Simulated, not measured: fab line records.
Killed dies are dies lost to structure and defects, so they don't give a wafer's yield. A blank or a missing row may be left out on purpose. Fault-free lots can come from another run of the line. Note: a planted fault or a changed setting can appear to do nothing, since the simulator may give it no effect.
fab line records	flow nand_harc
[record] lots = 5	wafers = 15	last_day = 25
route steps=1159 shown P_GATE@185 END@1159
lots with no fault: from the same line, run without faults
start_h: hours from the record's opening day to when the first of the lot's shown wafers began	wait_h: hours elapsed since this lot's preceding step	" identical to the entry in the row above	L1.1+2: a row that stands for several wafers	- value missing, or start not given	* or withheld: withheld	< > ~ a bound
route shown NAME@n: names a module that has steps shown in the file, with the first one's number in the route	usual: mean/standard deviation of fault-free wafers	same: alike in all rows	chamber/n: place in a boat	sites: readings site by site	_std_site: their standard deviation	_edge_site: mean of outer sites minus mean of inner sites	radius_mm: how far each site lies from the wafer's centre	mask NAME#n: copy n	behind: the most recent tool/chamber to have shaped the wafer	hold: the reason the lot was held/the length of the hold in hours/how it ended	device: whichever transistor did not switch (one of n, p or np)	end of line: tests of these same wafers at the route's end	a step with no rows: only its recipe	killed: at the first sort, the dies lost to defects and structure; wafer yield is something else	map: the dies of a wafer, with x for killed, . for not killed, _ for no die there
set.NAME: the setting as run; set.NAME@STEP: as run at that earlier step	model.NAME: the simulator's own value behind a step, which no gauge read
a table for each step, a row for each wafer; lots at some steps of the route
services: the hour from which a tool's chamber was out of use, counted from the record's first day as start_h (under 0 if before that day), plus the number of hours and why
[[steps]]
[step NHARC_P_GATE_CD_MEAS_59]
[recipe] target_cd_nm = 720	landing_energy_ev = 500
[usual] cd_nm = 718.9/1.6
lot.wafer	tool	chamber	start_h	wait_h	cd_nm
L107.1	cd_sem-01	0	111.57	-	720.2
L107.4	"	0	"	"	719.9
L107.5	"	0	"	"	720.4
L119.2	cd_sem-01	0	179.87	-	716.5
L119.4	"	0	"	"	715.7
L119.5	"	0	"	"	718.4
L117.1	cd_sem-02	0	180.19	-	716.7
L117.4	"	0	"	"	718.9
L117.6	"	0	"	"	719.1
L128.3	cd_sem-02	0	236.41	-	715.1
L128.4	"	0	"	"	718.1
L128.5	"	0	"	"	718.4
L126.2	cd_sem-03	0	236.80	-	716.0
L126.4	"	0	"	"	717.8
L126.6	"	0	"	"	717.3
[step NHARC_P_GATE_HARDBAKE_60]
[recipe] temp_c = 125	time_s = 80
[step NHARC_P_GATE_DESCUM_61]
[recipe] time_s = 3	o2_flow_sccm = 200	ar_flow_sccm = 0	bias_power_w = 0	chemistry = O2
[usual] drypump_motor_current_A = 5.8/0.42	oes_product_au = 1.000/0.012	rf_vpp_V = 57.7/0.93	showerhead_plenum_p_Torr = 1.91/0.088	throttle_valve_pct = 11.311/0.0092
lot.wafer	tool	chamber	start_h	wait_h	drypump_motor_current_A	oes_product_au	rf_hours_counter_h	rf_vpp_V	showerhead_plenum_p_Torr	throttle_valve_pct
L107.4	rie_diel-04	0	111.73	-	5.7	1.004	60	58.8	1.99	11.299
L107.1	"	3	"	"	6.0	0.980	55	56.4	2.00	11.322
L107.5	"	0	"	"	5.7	1.009	-	57.2	1.99	11.310
L119.4	rie_diel-08	1	180.02	-	6.1	0.975	11	58.4	1.88	11.305
L119.2	"	2	"	"	4.9	1.004	10	58.7	2.04	11.315
L119.5	"	1	"	"	6.2	0.975	-	57.3	1.88	11.319
L117.4	rie_diel-08	3	180.37	-	6.2	0.996	9	57.2	1.83	11.319
L117.1	"	0	"	"	6.3	1.017	10	56.8	1.85	11.312
L117.6	"	1	"	"	6.1	0.985	-	57.2	1.88	11.320
L128.4	rie_diel-04	1	236.57	-	5.5	0.997	44	57.2	1.89	11.290
L128.3	"	3	"	"	6.0	0.991	44	57.5	1.98	11.331
L128.5	"	1	"	"	5.5	0.989	-	58.1	1.89	11.309
L126.2	rie_diel-04	3	236.98	-	5.9	0.987	44	58.4	1.98	11.303
L126.4	"	0	"	"	5.7	1.006	42	57.4	1.97	11.313
L126.6	"	2	"	"	5.6	0.995	-	58.9	2.06	11.306
[step NHARC_P_GATE_IMPLANT_62]
[recipe] energy_kev = 20	dose_cm2 = 3e+15	tilt_deg = 7
[step NHARC_P_GATE_STRIP_112]
[recipe] power_w = 1500	temp_c = 110	time_s = 200	chemistry = N2/H2
[usual] drypump_motor_current_A = 5.77/0.046	heater_power_w = 89/7.3	rf_refl_power_W = 23/6.9
lot.wafer	tool	chamber	start_h	wait_h	drypump_motor_current_A	heater_power_w	rf_hours_counter_h	rf_refl_power_W
L107.1	plasma_asher-01	0	112.18	0.3	5.71	95	2	21
L107.4	"	1	"	"	5.78	86	-	19
L107.5	"	1	"	"	5.78	85	-	19
L119.2	plasma_asher-02	0	180.54	0.2	5.82	80	57	16
L119.4	"	1	"	"	5.72	96	-	32
L119.5	"	0	"	"	5.80	79	-	15
L117.1	plasma_asher-02	0	180.83	0.3	5.85	79	57	17
L117.4	"	0	"	"	5.83	79	-	16
L117.6	"	0	"	"	5.81	80	-	16
L128.4	plasma_asher-01	0	237.03	0.2	5.72	97	-	21
L128.3	"	1	"	"	5.77	88	-	20
L128.5	"	1	"	"	5.76	89	-	19
L126.2	plasma_asher-02	0	237.48	0.3	5.87	78	15	17
L126.4	"	0	"	"	5.86	78	-	17
L126.6	"	0	"	"	5.85	81	-	16
[step NHARC_P_GATE_STRIP_76]
[recipe] power_w = 1500	temp_c = 250	chemistry = O2
[usual] drypump_motor_current_A = 5.77/0.049	heater_power_w = 333/28	rf_refl_power_W = 23/6.8
lot.wafer	tool	chamber	start_h	wait_h	drypump_motor_current_A	heater_power_w	rf_hours_counter_h	rf_refl_power_W
L107.1	plasma_asher-01	0	112.44	0.2	5.71	356	2	21
L107.4	"	1	"	"	5.76	319	-	18
L107.5	"	1	"	"	5.75	325	-	18
L119.2	plasma_asher-02	0	180.77	0.2	5.87	294	57	16
L119.4	"	1	"	"	5.73	346	-	33
L119.5	"	0	"	"	5.82	299	-	16
L117.1	plasma_asher-02	0	181.09	0.2	5.85	290	58	17
L117.4	"	0	"	"	5.82	297	-	17
L117.6	"	0	"	"	5.82	298	-	16
L128.4	plasma_asher-01	0	237.23	0.2	5.75	364	-	21
L128.3	"	1	"	"	5.76	323	-	18
L128.5	"	1	"	"	5.74	322	-	18
L126.2	plasma_asher-02	0	237.74	0.2	5.80	291	15	16
L126.4	"	0	"	"	5.80	297	-	16
L126.6	"	0	"	"	5.81	285	-	17
[step NHARC_P_GATE_STRIP_63]
[recipe] time_s = 900	temp_c = 130	chemistry = SPM
[step NHARC_P_GATE_DEHYDRATE_83]
[recipe] temp_c = 150	time_s = 120
[step NHARC_P_GATE_HMDS_84]
[recipe] time_s = 30
[step NHARC_P_GATE_COAT_85]
[recipe] spin_rpm = 3000
[step NHARC_P_GATE_SOFTBAKE_86]
[recipe] temp_c = 122	time_s = 95
[step NHARC_P_GATE_EBR_87]
[step NHARC_P_GATE_EXPOSE_88]
[recipe] na = 0.6	target_cd_nm = 2000	dose_mj = 11.87	mask_id = P_HVN
lot.wafer	tool	chamber	start_h	wait_h	mask
L107.1+4+5	krf_scanner-03	0	113.07	-	P_HVN#0
L119.2+4+5	krf_scanner-04	0	181.53	-	P_HVN#0
L117.1+4+6	krf_scanner-03	0	181.86	-	P_HVN_R1#0
L128.3+4+5	krf_scanner-03	0	237.98	-	P_HVN#0
L126.2+4+6	krf_scanner-04	0	238.51	-	P_HVN#0
[step NHARC_P_GATE_PEB_89]
[recipe] peb_temp_c = 118	peb_time_s = 85
[step NHARC_P_GATE_DEVELOP_90]
[recipe] time_s = 70
[step NHARC_P_GATE_CD_MEAS_91]
[recipe] target_cd_nm = 2000	landing_energy_ev = 500
[usual] cd_nm = 1998.9/1.9
lot.wafer	tool	chamber	start_h	wait_h	cd_nm
L107.1	cd_sem-02	0	113.23	-	1998.3
L107.4	"	0	"	"	1999.7
L107.5	"	0	"	"	2000.1
L119.2	cd_sem-03	0	181.68	-	1999.2
L119.4	"	0	"	"	2000.9
L119.5	"	0	"	"	2000.2
L117.1	cd_sem-02	0	182.02	-	2117.9
L117.4	"	0	"	"	2118.5
L117.6	"	0	"	"	2115.3
L128.3	cd_sem-03	0	238.13	-	1997.6
L128.4	"	0	"	"	1997.1
L128.5	"	0	"	"	1997.1
L126.2	cd_sem-03	0	238.66	-	1996.5
L126.4	"	0	"	"	1998.7
L126.6	"	0	"	"	1997.5
[step NHARC_P_GATE_HARDBAKE_92]
[recipe] temp_c = 125	time_s = 80
[step NHARC_P_GATE_DESCUM_93]
[recipe] time_s = 3	o2_flow_sccm = 200	ar_flow_sccm = 0	bias_power_w = 0	chemistry = O2
[usual] drypump_motor_current_A = 5.8/0.39	oes_product_au = 1.001/0.012	rf_vpp_V = 57.7/0.94	showerhead_plenum_p_Torr = 1.91/0.091	throttle_valve_pct = 11.310/0.0093
lot.wafer	tool	chamber	start_h	wait_h	drypump_motor_current_A	oes_product_au	rf_hours_counter_h	rf_vpp_V	showerhead_plenum_p_Torr	throttle_valve_pct	model.P_GATE.cd_nm
L107.1	rie_diel-06	0	113.44	-	5.6	0.986	12	55.5	1.80	11.308	1998
L107.4	"	3	"	"	5.8	1.012	15	57.8	2.00	11.323	1999
L107.5	"	1	"	"	6.3	1.004	-	56.3	1.82	11.310	2000
L119.2	rie_diel-08	3	181.87	-	6.2	0.985	9	58.3	1.83	11.301	1998
L119.4	"	1	"	"	6.2	0.972	11	58.2	1.88	11.314	2001
L119.5	"	2	"	"	4.9	0.987	-	58.8	2.04	11.331	1999
L117.4	rie_diel-08	0	182.19	-	6.3	1.014	10	57.1	1.86	11.299	2119
L117.1	"	2	"	"	4.9	1.001	11	59.6	2.04	11.317	2117
L117.6	"	0	"	"	6.3	1.018	-	56.6	1.86	11.302	2116
L128.3	rie_diel-08	1	238.30	-	6.1	0.987	21	59.3	1.87	11.303	1998
L128.4	"	3	"	"	6.2	0.999	-	58.0	1.83	11.317	1996
L128.5	"	1	"	"	6.1	0.973	-	56.2	1.87	11.312	1998
L126.4	rie_diel-04	1	238.82	-	5.5	0.996	44	56.6	1.89	11.316	2000
L126.2	"	2	"	"	5.6	1.002	47	57.8	2.06	11.301	1997
L126.6	"	2	"	"	5.6	0.994	-	58.5	2.06	11.333	1998
[step NHARC_P_GATE_IMPLANT_94]
[recipe] energy_kev = 60	dose_cm2 = 2e+15	tilt_deg = 7
[step NHARC_END_SORT_01]
[recipe] temp_c = 25
[usual] killed_at_array = 28/11	killed_at_other = 0.7/1.1	killed_at_periphery = 2.9/2	killed_dies = 32/11	killed_open = 3.2/1.8	killed_short = 2.0/1.4
[same] gross_dies = 677
lot.wafer	tool	chamber	start_h	wait_h	killed_at_array	killed_at_other	killed_at_periphery	killed_dies	killed_open	killed_short
L107.1	prober-01	0	443.34	2.5	11	1	4	16	3	2
L107.4	prober-01	0	445.75	3.4	18	0	1	19	3	3
L107.5	prober-01	0	446.56	3.7	12	0	1	13	3	1
L119.2	prober-02	0	503.09	2.8	27	2	2	31	5	2
L119.4	prober-02	0	504.67	3.4	27	0	0	27	3	5
L119.5	prober-02	0	505.47	3.7	30	0	1	31	1	3
L117.1	prober-02	0	509.98	2.4	10	0	0	10	1	1
L117.4	prober-02	0	512.37	3.4	14	0	1	15	3	2
L117.6	prober-02	0	513.96	4.0	17	0	4	21	3	2
L128.3	prober-02	0	571.45	3.1	20	0	3	23	1	4
L128.4	prober-02	0	572.25	3.4	17	1	4	22	6	1
L128.5	prober-02	0	573.05	3.7	18	0	4	22	5	2
L126.2	prober-02	0	587.58	2.8	28	1	4	33	5	5
L126.4	prober-02	0	589.19	3.4	13	0	3	16	2	1
L126.6	prober-02	0	590.80	4.0	22	2	2	26	3	0
// killed by level:class
L107.1 A_STAIRCASE:chamber_film_flake=6 P_M1:geometric_particle:short=1 P_M2:geometric_particle:open=1 A_ONON_D1:geometric_particle:open=1 A_CHANNEL_FILL_D1:geometric_particle:short=1 A_BLC:geometric_particle:open=1 P_ZERO_WELL:chamber_film_flake=1 P_CONTACT:chamber_film_flake=1
L107.4 A_CHANNEL_HOLE_D1:chamber_film_flake=4 A_SLIT:chamber_film_flake=4 A_STAIRCASE:chamber_film_flake=3 A_SGD_CUT:geometric_particle:short=2 A_ONON_D1:geometric_particle:short=1 A_CHANNEL_FILL_D1:geometric_particle:open=1 A_CONTACT:geometric_particle:open=1 A_BLC:geometric_particle:open=1
L107.5 A_STAIRCASE:chamber_film_flake=5 A_SLIT:chamber_film_flake=2 P_CONTACT:geometric_particle:open=1 A_ONON_D1:geometric_particle:short=1 A_CHANNEL_FILL_D1:geometric_particle:open=1 A_CONTACT:geometric_particle:open=1 A_CHANNEL_HOLE_D1:chamber_film_flake=1 A_WL_FILL:chamber_film_flake=1
L119.2 A_CHANNEL_HOLE_D1:chamber_film_flake=19 A_STAIRCASE:chamber_film_flake=4 A_CONTACT:geometric_particle:open=2 P_CONTACT:geometric_particle:open=1 P_M0:geometric_particle:open=1 A_SOURCE_PLATE:geometric_particle:short=1 A_M0:geometric_particle:short=1 STARTING-WAFER:geometric_particle:open=1
L119.4 A_CHANNEL_HOLE_D1:chamber_film_flake=15 A_CHANNEL_FILL_D1:geometric_particle:short=4 A_WL_FILL:geometric_particle:short=1 A_CONTACT:geometric_particle:open=1 A_BLC:geometric_particle:open=1 A_M0:geometric_particle:open=1 A_ZERO_WELL:chamber_film_flake=1 A_CHANNEL_FILL_D1:chamber_film_flake=1
L119.5 A_CHANNEL_HOLE_D1:chamber_film_flake=24 A_WL_FILL:chamber_film_flake=2 P_CONTACT:geometric_particle:short=1 A_WL_FILL:geometric_particle:short=1 A_CONTACT:geometric_particle:short=1 A_CONTACT:geometric_particle:open=1 A_CONTACT:chamber_film_flake=1
L117.1 A_CHANNEL_HOLE_D1:chamber_film_flake=4 A_WL_FILL:geometric_particle:short=1 A_M0:geometric_particle:open=1 A_STAIRCASE:chamber_film_flake=1 A_SGD_CUT:chamber_film_flake=1 A_WL_FILL:chamber_film_flake=1 A_CONTACT:chamber_film_flake=1
L117.4 A_STAIRCASE:chamber_film_flake=3 A_SGD_CUT:chamber_film_flake=3 A_CONTACT:chamber_film_flake=3 P_CONTACT:geometric_particle:open=1 A_SOURCE_PLATE:geometric_particle:short=1 A_CHANNEL_HOLE_D1:geometric_particle:short=1 A_CONTACT:geometric_particle:open=1 A_M0:geometric_particle:open=1
L117.6 A_CHANNEL_HOLE_D1:chamber_film_flake=6 A_STAIRCASE:chamber_film_flake=5 P_M0:geometric_particle:open=2 A_CONTACT:chamber_film_flake=2 P_STI:geometric_particle:short=1 A_ONON_D1:geometric_particle:short=1 A_CONTACT:geometric_particle:open=1 P_M1:chamber_film_flake=1
L128.3 A_CHANNEL_HOLE_D1:chamber_film_flake=7 A_CONTACT:chamber_film_flake=6 A_ONON_D1:geometric_particle:short=2 A_STAIRCASE:chamber_film_flake=2 P_CONTACT:geometric_particle:short=1 A_WL_FILL:geometric_particle:short=1 A_M0:geometric_particle:open=1 P_ZERO_WELL:chamber_film_flake=1
L128.4 A_CHANNEL_HOLE_D1:chamber_film_flake=6 A_WL_FILL:chamber_film_flake=3 A_CONTACT:geometric_particle:open=2 P_GATE:chamber_film_flake=2 A_CONTACT:chamber_film_flake=2 P_M0:geometric_particle:open=1 A_CHANNEL_HOLE_D1:geometric_particle:open=1 A_CHANNEL_HOLE_D1:geometric_particle:short=1
L128.5 A_CHANNEL_HOLE_D1:chamber_film_flake=5 A_STAIRCASE:chamber_film_flake=3 A_CONTACT:chamber_film_flake=3 P_ZERO_WELL:chamber_film_flake=2 P_GATE:chamber_film_flake=2 A_SOURCE_PLATE:geometric_particle:short=1 A_SOURCE_PLATE:geometric_particle:open=1 A_ONON_D1:geometric_particle:open=1
L126.2 A_CHANNEL_HOLE_D1:chamber_film_flake=9 A_CONTACT:chamber_film_flake=6 A_CHANNEL_FILL_D1:geometric_particle:short=2 A_CHANNEL_FILL_D1:chamber_film_flake=2 A_STAIRCASE:chamber_film_flake=2 A_SLIT:chamber_film_flake=2 P_M0:geometric_particle:short=1 P_M0:geometric_particle:open=1
L126.4 A_CHANNEL_HOLE_D1:chamber_film_flake=6 A_STAIRCASE:chamber_film_flake=2 P_GATE:geometric_particle:short=1 A_CHANNEL_FILL_D1:geometric_particle:open=1 A_BLC:geometric_particle:open=1 P_GATE:chamber_film_flake=1 P_M0:chamber_film_flake=1 A_CHANNEL_FILL_D1:chamber_film_flake=1
L126.6 A_CHANNEL_HOLE_D1:chamber_film_flake=8 A_CONTACT:chamber_film_flake=4 A_STAIRCASE:chamber_film_flake=3 A_SLIT:chamber_film_flake=3 A_CHANNEL_FILL_D1:chamber_film_flake=2 THIN_TSV:chamber_film_flake=2 P_GATE:geometric_particle:open=1 A_WL_FILL:geometric_particle:open=1
[[services]]
tool	chamber	start_h	hours	kind
plasma_asher-01	-	99.00	9.0	pm
rie_diel-08	0	103.98	-	clean
rie_diel-08	1	103.98	-	clean
rie_diel-08	2	103.98	-	clean
rie_diel-08	3	103.98	-	clean
rie_diel-04	-	111.97	9.0	pm
krf_scanner-04	-	119.63	0.7	repair
rie_diel-06	1	120.98	3.8	repair
rie_diel-08	-	124.86	9.0	pm
krf_scanner-04	-	126.00	4.0	pm
krf_scanner-03	-	154.01	0.2	repair
rie_diel-04	1	160.85	3.3	repair
krf_scanner-03	-	168.00	4.0	pm
plasma_asher-02	-	183.67	9.0	pm
plasma_asher-02	0	183.67	9.0	vent_cycle
plasma_asher-02	1	183.67	9.0	vent_cycle
plasma_asher-02	0	192.67	-	clean
plasma_asher-02	1	192.67	-	clean
rie_diel-06	1	202.75	4.9	repair
krf_scanner-03	-	206.59	1.5	repair
krf_scanner-03	-	211.72	1.2	repair
rie_diel-06	1	215.78	28.6	repair
rie_diel-08	0	222.34	17.2	repair
rie_diel-08	-	227.69	1.1	repair
[[key]]
[first_sign] step = NHARC_P_GATE_EXPOSE_88	reading = mask	direction = changed
[effect] step = NHARC_P_GATE_CD_MEAS_91	reading = cd_nm	direction = up	sigmas = 63	usual = 1998.9	struck = 2117.2
[model_effect] step = NHARC_P_GATE_DESCUM_93	value = P_GATE.cd_nm	without = 2000	struck = 2117
met_at NHARC_P_GATE_EXPOSE_88
struck_wafers L117.1,L117.4,L117.6
tester_left_out L117
onset_between 113.07 181.86
[fault] kind = wrong_mask	tool = any	chamber = -	onset_h = 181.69	steps = NHARC_P_GATE_EXPOSE_88	aux_copy = P_HVN_R1#0	cd_offset_nm = 117.46	scope = struck_lots_only
// tester_left_out: of these lots the tester's yield and bins aren't shown, on N5 and GAA mostly nor the transistor test; their killed dies are dies lost to structure and defects alone, not to doping, threshold or leakage, so they don't give the yield
